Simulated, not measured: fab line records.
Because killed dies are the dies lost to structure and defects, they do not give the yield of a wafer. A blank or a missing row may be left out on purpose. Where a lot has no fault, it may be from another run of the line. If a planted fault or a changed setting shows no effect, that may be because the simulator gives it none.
Chamber matching	flow n5 finfet	N5_MOL_CONTACT_COAG_CMP_23 on cmp-04: 4 sister chambers
The step polishes, stops on SiO2, t overpolish 1.5 s, target thk 0 nm. 8 wafers are shown with their chamber, then 10 later ones without.

## WAFERS PAIRED WITH THEIR CHAMBERS
wafer	chamber	retaining ring pressure frac	motor current A (A)
L081.2	3	0.996	8.1
L081.5	1	0.998	8.6
L081.6	2	1.003	8.3
L082.1	0	0.997	8.2
L082.3	2	1.011	8.0
L082.4	1	0.989	8.6
L083.1	3	0.994	8.5
L083.2	0	1.003	8.3

## WAFERS WHOSE CHAMBER IS MISSING
wafer	retaining ring pressure frac	motor current A (A)
L083.4	1.002	8.4
L085.1	0.991	8.4
L085.3	0.999	8.6
L085.4	0.999	8.0
L086.2	1.007	8.3
L086.4	0.997	8.7
L086.6	0.997	8.2
L091.1	1.002	8.3
L091.2	0.990	8.0
L091.6	0.992	8.1

## WHICH CHAMBER EACH ONE RAN IN
wafer	from the rows above	in truth
L083.4	can't be placed: 0 or 3 or 2 or 1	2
L085.1	can't be placed: 3 or 1 or 0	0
L085.3	can't be placed: 1 or 3 or 0 or 2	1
L085.4	can't be placed: 0 or 2 or 3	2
L086.2	can't be placed: 2 or 0 or 3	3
L086.4	can't be placed: 1 or 3 or 0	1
L086.6	can't be placed: 0 or 3 or 2 or 1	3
L091.1	can't be placed: 0 or 2 or 3 or 1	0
L091.2	can't be placed: 3 or 0 or 1 or 2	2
L091.6	can't be placed: 3 or 0 or 1 or 2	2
Placed correctly: 0 of 10. Cannot be placed on the basis of these rows: 10; the candidates contain the true chamber in 10. Placed wrongly: 0.
How it was worked out, from the rows above alone: a wafer's distance from a chamber is the root of the sum, over the readings, of the square of ((its reading less the chamber's mean) divided by the reading's scatter). If the next closest chamber is less than 2 further off than the closest, the wafer can't be placed; otherwise it belongs to the closest. For every chamber, the mean is computed from those of its wafers that are shown. The scatter: the root of (the sum of the squares of (reading less its chamber's mean) over the shown wafers, divided by (wafers less chambers)).
